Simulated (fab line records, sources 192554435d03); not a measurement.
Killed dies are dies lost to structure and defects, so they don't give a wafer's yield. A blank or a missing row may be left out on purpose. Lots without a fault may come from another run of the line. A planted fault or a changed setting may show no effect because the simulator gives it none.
One fault seen from 2 desks | flow n5_finfet | each desk has only its own numbers; what lay behind them comes last

THE TOOL OWNER'S DESK: litho_track-02
The tool's own readings at N5_BEOL_M2_COAT_62 (time 60 s, resist thk 12 nm): means of the sampled wafers that have a number, for each lot that ran on this tool. A lot is out of limits, marked OUT, if its mean lies more than 4 standard deviations from the usual mean; the brackets give that distance.
Columns: A = spin_speed_rpm at N5_BEOL_M2_COAT_62, usual 1500.0 rpm
lot  | first seen here | A
L893 | day 6 16:17     | 1499.1
L896 | day 7 16:59     | 1500.9
L897 | day 7 19:59     | 1501.4
L904 | day 10 07:33    | 1500.3
L911 | day 11 16:41    | 1811.8 (+99 or more) OUT
This desk's finding: out of limits on L911; first on L911, day 11 16:41 (spin_speed_rpm at N5_BEOL_M2_COAT_62). In limits: L893, L896, L897, L904.

THE METROLOGY DESK
What the gauges read, lot by lot, whatever tool the lot ran on: means of the sampled wafers that have a number. A lot is out of limits, marked OUT, if its mean lies more than 4 standard deviations from the usual mean; the brackets give that distance. Of its 10 readings 7 are shown: those that lie furthest out on some lot.
Columns: A = DIBL_N at N5_BEOL_M4_RC_MEAS_101, usual 36.0 mV/V; B = DIBL_P at N5_BEOL_M4_RC_MEAS_101, usual 35.6 mV/V; C = IOFF_N at N5_BEOL_M4_RC_MEAS_101, usual 0.15 nA/um; D = ION_P at N5_BEOL_M4_RC_MEAS_101, usual 455 uA/um; E = SS_N at N5_BEOL_M4_RC_MEAS_101, usual 71.5 mV/dec; F = SS_P at N5_BEOL_M4_RC_MEAS_101, usual 73.4 mV/dec; G = VT_P at N5_BEOL_M4_RC_MEAS_101, usual -253 mV
lot  | first seen here | A    | B    | C    | D   | E    | F    | G
L893 | day 8 22:11     | 36.5 | 35.4 | 0.15 | 459 | 70.6 | 73.5 | -250
L897 | day 9 23:53     | 37.5 | 36.2 | 0.18 | 460 | 71.6 | 73.7 | -251
L896 | day 10 10:39    | 36.4 | 35.9 | 0.17 | 458 | 71.5 | 73.3 | -252
L900 | day 11 06:08    | 36.0 | 34.9 | 0.13 | 452 | 71.3 | 73.1 | -254
L904 | day 13 04:21    | 33.7 | 32.0 | 0.12 | 452 | 70.7 | 73.0 | -255
L909 | day 13 20:47    | 34.7 | 35.3 | 0.14 | 455 | 71.1 | 73.1 | -251
L911 | day 14 01:58    | 38.9 | 38.4 | 0.19 | 462 | 72.0 | 74.2 | -252
L914 | day 14 13:58    | 36.9 | 36.4 | 0.17 | 463 | 72.2 | 73.8 | -251
L915 | day 14 21:43    | 34.1 | 35.4 | 0.13 | 445 | 71.4 | 73.6 | -261
This desk's finding: nothing out of limits on any of the 9 lots.

PUT TOGETHER
The tool owner's desk could have raised an alarm at day 11 16:41, on L911.
The metrology desk saw nothing out of limits.
The metrology desk has L911 on record, within its limits.
Of the lots named, all ran N5_BEOL_M2_COAT_62 on litho_track-02.

WHAT THE SIMULATOR HAD PUT IN
Process parameter drift: litho_track-02, from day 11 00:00 on, at N5_BEOL_M2_COAT_62. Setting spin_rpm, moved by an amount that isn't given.
Lots struck among those shown: L911.
Hours from the fault's start to each desk's first reading out of limits: the tool owner's desk, 17.
